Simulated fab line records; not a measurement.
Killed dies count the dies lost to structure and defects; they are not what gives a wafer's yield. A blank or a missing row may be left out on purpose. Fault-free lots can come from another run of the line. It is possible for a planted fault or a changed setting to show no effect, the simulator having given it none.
Chamber matching / flow nand_harc / NHARC_A_STAIRCASE_DESCUM_219 on rie_diel-01 has 4 sister chambers
The step chemistry O2, time 3 s. 4 wafers are shown with their chamber, then 11 later ones without.

WAFERS WITH THEIR CHAMBER
wafer=L085.6; chamber=1; showerhead_plenum_p_Torr (Torr)=1.80
wafer=L090.3; chamber=2; showerhead_plenum_p_Torr (Torr)=1.94
wafer=L090.6; chamber=3; showerhead_plenum_p_Torr (Torr)=2.00
wafer=L091.2; chamber=0; showerhead_plenum_p_Torr (Torr)=1.99

WAFERS WHOSE CHAMBER IS MISSING
wafer=L091.4; showerhead_plenum_p_Torr (Torr)=1.80
wafer=L091.6; showerhead_plenum_p_Torr (Torr)=1.80
wafer=L092.2; showerhead_plenum_p_Torr (Torr)=1.80
wafer=L092.3; showerhead_plenum_p_Torr (Torr)=2.00
wafer=L092.6; showerhead_plenum_p_Torr (Torr)=1.80
wafer=L095.2; showerhead_plenum_p_Torr (Torr)=1.93
wafer=L095.5; showerhead_plenum_p_Torr (Torr)=1.99
wafer=L095.6; showerhead_plenum_p_Torr (Torr)=1.93
wafer=L097.3; showerhead_plenum_p_Torr (Torr)=1.99
wafer=L097.4; showerhead_plenum_p_Torr (Torr)=1.80
wafer=L097.6; showerhead_plenum_p_Torr (Torr)=1.99

THE CHAMBER EACH PASSED THROUGH
wafer=L091.4; from the rows above=1; in truth=1
wafer=L091.6; from the rows above=1; in truth=1
wafer=L092.2; from the rows above=1; in truth=1
wafer=L092.3; from the rows above=3; in truth=3
wafer=L092.6; from the rows above=1; in truth=1
wafer=L095.2; from the rows above=2; in truth=2
wafer=L095.5; from the rows above=0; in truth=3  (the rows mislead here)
wafer=L095.6; from the rows above=2; in truth=2
wafer=L097.3; from the rows above=0; in truth=0
wafer=L097.4; from the rows above=1; in truth=1
wafer=L097.6; from the rows above=0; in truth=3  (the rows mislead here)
Correct placement for 9 of the 11. Can't be placed from these rows: 0. Number placed wrongly: 2.
How it was worked out, from the rows above alone: a wafer's distance from a chamber is the root of the sum, over the readings, of the square of ((its reading less the chamber's mean) divided by the reading's scatter). The wafer belongs to the nearest chamber; if the next one is less than 2 further off, it can't be placed. Each chamber's mean is taken over the wafers shown for it. The scatter (one wafer shown for each chamber): square how far every hidden wafer sits from the nearest shown wafer, average those squares and take the square root.
